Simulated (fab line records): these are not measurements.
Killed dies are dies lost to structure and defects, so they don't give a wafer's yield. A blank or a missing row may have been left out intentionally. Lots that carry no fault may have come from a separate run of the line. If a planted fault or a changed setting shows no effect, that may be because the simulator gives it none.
Chamber matching + flow n5_finfet + N5_BEOL_M9_DESCUM_16 on rie_diel-05: 4 sister chambers
The step chemistry O2, time 7.9 s. 14 wafers are shown with their chamber, then 7 later ones without.

== WAFERS, EACH WITH ITS CHAMBER ==
| wafer  | chamber | drypump_motor_current_A (A) | throttle_valve_pct (%) | showerhead_plenum_p_Torr (Torr) |
|--------|---------|-----------------------------|------------------------|---------------------------------|
| L076.2 | 1       | 4.9                         | 20.20                  | 2.04                            |
| L076.3 | 3       | 5.4                         | 20.19                  | 2.10                            |
| L076.5 | 0       | 4.9                         | 20.69                  | 2.06                            |
| L078.1 | 0       | 4.9                         | 20.71                  | 2.06                            |
| L078.3 | 2       | 5.8                         | 20.73                  | 2.09                            |
| L078.4 | 3       | 5.4                         | 20.18                  | 2.09                            |
| L080.2 | 2       | 5.8                         | 20.71                  | 2.09                            |
| L080.3 | 1       | 4.9                         | 20.22                  | 2.03                            |
| L080.6 | 0       | 4.9                         | 20.73                  | 2.06                            |
| L085.1 | 1       | 4.9                         | 20.23                  | 2.03                            |
| L085.2 | 2       | 5.8                         | 20.76                  | 2.09                            |
| L085.3 | 3       | 5.4                         | 20.21                  | 2.09                            |
| L092.2 | 3       | 5.4                         | 20.22                  | 2.09                            |
| L092.5 | 1       | 5.0                         | 20.26                  | 2.03                            |

SIGNATURES (means of the wafers above)
| reading                  | chamber 0 | chamber 1 | chamber 2 | chamber 3 | scatter within a chamber |
|--------------------------|-----------|-----------|-----------|-----------|--------------------------|
| drypump_motor_current_A  | 4.900     | 4.925     | 5.800     | 5.400     | 0.0274                   |
| throttle_valve_pct       | 20.7100   | 20.2275   | 20.7333   | 20.2000   | 0.0222                   |
| showerhead_plenum_p_Torr | 2.0600    | 2.0325    | 2.0900    | 2.0925    | 0.00387                  |
Rule: a wafer lies at a distance from a chamber equal to the root of the sum of squares, over the readings, of (its reading less the chamber's mean, divided by the reading's scatter). If the next closest chamber is less than 2 further off than the closest, the wafer can't be placed; otherwise it belongs to the closest. How the scatter is found: for the shown wafers, subtract from each reading the mean of its chamber, square and add these, divide the total by (wafers less chambers), then take the root.

== WAFERS MISSING THEIR CHAMBER ==
| wafer  | drypump_motor_current_A (A) | throttle_valve_pct (%) | showerhead_plenum_p_Torr (Torr) |
|--------|-----------------------------|------------------------|---------------------------------|
| L092.6 | 5.8                         | 20.77                  | 2.08                            |
| L091.1 | 4.9                         | 20.25                  | 2.02                            |
| L091.3 | 5.4                         | 20.23                  | 2.08                            |
| L091.6 | 5.4                         | 20.25                  | 2.08                            |
| L096.4 | 4.9                         | 20.38                  | 2.05                            |
| L096.5 | 5.8                         | 20.76                  | 2.08                            |
| L096.6 | 4.9                         | 20.29                  | 2.02                            |

== EACH ONE'S CHAMBER ==
| wafer  | from the rows above | in truth                   |
|--------|---------------------|----------------------------|
| L092.6 | 2                   | 2                          |
| L091.1 | 1                   | 1                          |
| L091.3 | 3                   | 3                          |
| L091.6 | 3                   | 3                          |
| L096.4 | 1                   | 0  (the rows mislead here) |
| L096.5 | 2                   | 2                          |
| L096.6 | 1                   | 1                          |
6 of 7 placed correctly. Number that these rows cannot place: 0. Number placed wrongly: 1.
